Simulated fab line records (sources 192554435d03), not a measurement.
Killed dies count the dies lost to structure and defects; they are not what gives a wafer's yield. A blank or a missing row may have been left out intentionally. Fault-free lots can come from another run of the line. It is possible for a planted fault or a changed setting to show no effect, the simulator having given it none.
Matching of chambers :: flow n5 finfet :: N5_BEOL_M11_CMP_52 on cmp-03: 4 sister chambers
The step polishes, stops on SiCOH lowk, t overpolish 7 s, target thk 140 nm. 4 wafers are shown with their chamber, then 10 later ones without.

== WAFERS PAIRED WITH THEIR CHAMBERS ==
wafer: L081.6
chamber: 3
motor current A (A): 6.0

wafer: L090.6
chamber: 2
motor current A (A): 6.8

wafer: L085.2
chamber: 1
motor current A (A): 6.5

wafer: L085.3
chamber: 0
motor current A (A): 6.3

== WAFERS WITHOUT THEIR CHAMBER ==
wafer: L085.4
motor current A (A): 5.7

wafer: L089.1
motor current A (A): 6.7

wafer: L089.2
motor current A (A): 6.8

wafer: L089.4
motor current A (A): 5.5

wafer: L094.2
motor current A (A): 6.6

wafer: L094.3
motor current A (A): 6.2

wafer: L094.4
motor current A (A): 6.5

wafer: L095.1
motor current A (A): 6.5

wafer: L095.2
motor current A (A): 6.3

wafer: L095.6
motor current A (A): 6.5

== THE CHAMBER EACH PASSED THROUGH ==
wafer: L085.4
from the rows above: can't be placed: 3 or 0
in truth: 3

wafer: L089.1
from the rows above: can't be placed: 2 or 1 or 0
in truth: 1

wafer: L089.2
from the rows above: can't be placed: 2 or 1
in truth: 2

wafer: L089.4
from the rows above: can't be placed: 3 or 0
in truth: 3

wafer: L094.2
from the rows above: can't be placed: 1 or 2 or 0
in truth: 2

wafer: L094.3
from the rows above: can't be placed: 0 or 3 or 1
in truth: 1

wafer: L094.4
from the rows above: can't be placed: 1 or 0 or 2
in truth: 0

wafer: L095.1
from the rows above: can't be placed: 1 or 0 or 2
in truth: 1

wafer: L095.2
from the rows above: can't be placed: 0 or 1 or 3
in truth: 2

wafer: L095.6
from the rows above: can't be placed: 1 or 0 or 2
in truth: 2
0 of 10 placed correctly. Cannot be placed on the basis of these rows: 10; the candidates contain the true chamber in 9. 0 placed wrongly.
How it was worked out, from the rows above alone: a wafer's distance from a chamber is the root of the sum, over the readings, of the square of ((its reading less the chamber's mean) divided by the reading's scatter). If the next closest chamber is less than 2 further off than the closest, the wafer can't be placed; otherwise it belongs to the closest. A chamber's mean is the mean of its shown wafers. The scatter (one wafer shown for each chamber): square how far every hidden wafer sits from the nearest shown wafer, average those squares and take the square root.
